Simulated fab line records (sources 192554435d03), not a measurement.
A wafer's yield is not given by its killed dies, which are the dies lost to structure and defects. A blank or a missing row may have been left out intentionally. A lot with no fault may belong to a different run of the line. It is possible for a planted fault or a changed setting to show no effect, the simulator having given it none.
Matching of chambers / flow n5-finfet / N5_BEOL_M0_SAQP_PECVD_97 on pecvd-01 has 3 sister chambers
The step deposits SiNx from SiH4/NH3/N2, target thk 23 nm, time 19.9 s. 6 wafers are shown with their chamber, then 9 later ones without.

WAFERS, EACH WITH ITS CHAMBER
wafer=L082.3; chamber=1; throttle-valve-pct (%)=41.2; heater-power-w (W)=637
wafer=L086.4; chamber=2; throttle-valve-pct (%)=37.6; heater-power-w (W)=535
wafer=L086.6; chamber=0; throttle-valve-pct (%)=38.3; heater-power-w (W)=779
wafer=L087.1; chamber=1; throttle-valve-pct (%)=41.4; heater-power-w (W)=588
wafer=L087.2; chamber=0; throttle-valve-pct (%)=38.6; heater-power-w (W)=764
wafer=L087.3; chamber=2; throttle-valve-pct (%)=37.4; heater-power-w (W)=548

WAFERS WITH NO CHAMBER GIVEN
wafer=L092.2; throttle-valve-pct (%)=41.4; heater-power-w (W)=593
wafer=L092.4; throttle-valve-pct (%)=41.5; heater-power-w (W)=591
wafer=L092.6; throttle-valve-pct (%)=37.4; heater-power-w (W)=540
wafer=L096.2; throttle-valve-pct (%)=37.6; heater-power-w (W)=520
wafer=L096.3; throttle-valve-pct (%)=38.6; heater-power-w (W)=796
wafer=L096.5; throttle-valve-pct (%)=37.5; heater-power-w (W)=540
wafer=L097.2; throttle-valve-pct (%)=38.4; heater-power-w (W)=756
wafer=L097.4; throttle-valve-pct (%)=41.6; heater-power-w (W)=631
wafer=L097.5; throttle-valve-pct (%)=37.7; heater-power-w (W)=483

CHAMBER TAKEN BY EACH
wafer=L092.2; from the rows above=1; in truth=1
wafer=L092.4; from the rows above=1; in truth=1
wafer=L092.6; from the rows above=2; in truth=2
wafer=L096.2; from the rows above=2; in truth=2
wafer=L096.3; from the rows above=0; in truth=0
wafer=L096.5; from the rows above=2; in truth=2
wafer=L097.2; from the rows above=0; in truth=0
wafer=L097.4; from the rows above=1; in truth=1
wafer=L097.5; from the rows above=2; in truth=2
9 of 9 placed correctly. Not placeable from these rows: 0. Wrongly placed: 0.
How it was worked out, from the rows above alone: a wafer's distance from a chamber is the root of the sum, over the readings, of the square of ((its reading less the chamber's mean) divided by the reading's scatter). The wafer belongs to the nearest chamber; if the next one is less than 2 further off, it can't be placed. A chamber's mean is the mean of its shown wafers. The scatter is the square root of a quotient: the sum, over the shown wafers, of each reading's squared deviation from its chamber's mean, divided by wafers minus chambers.
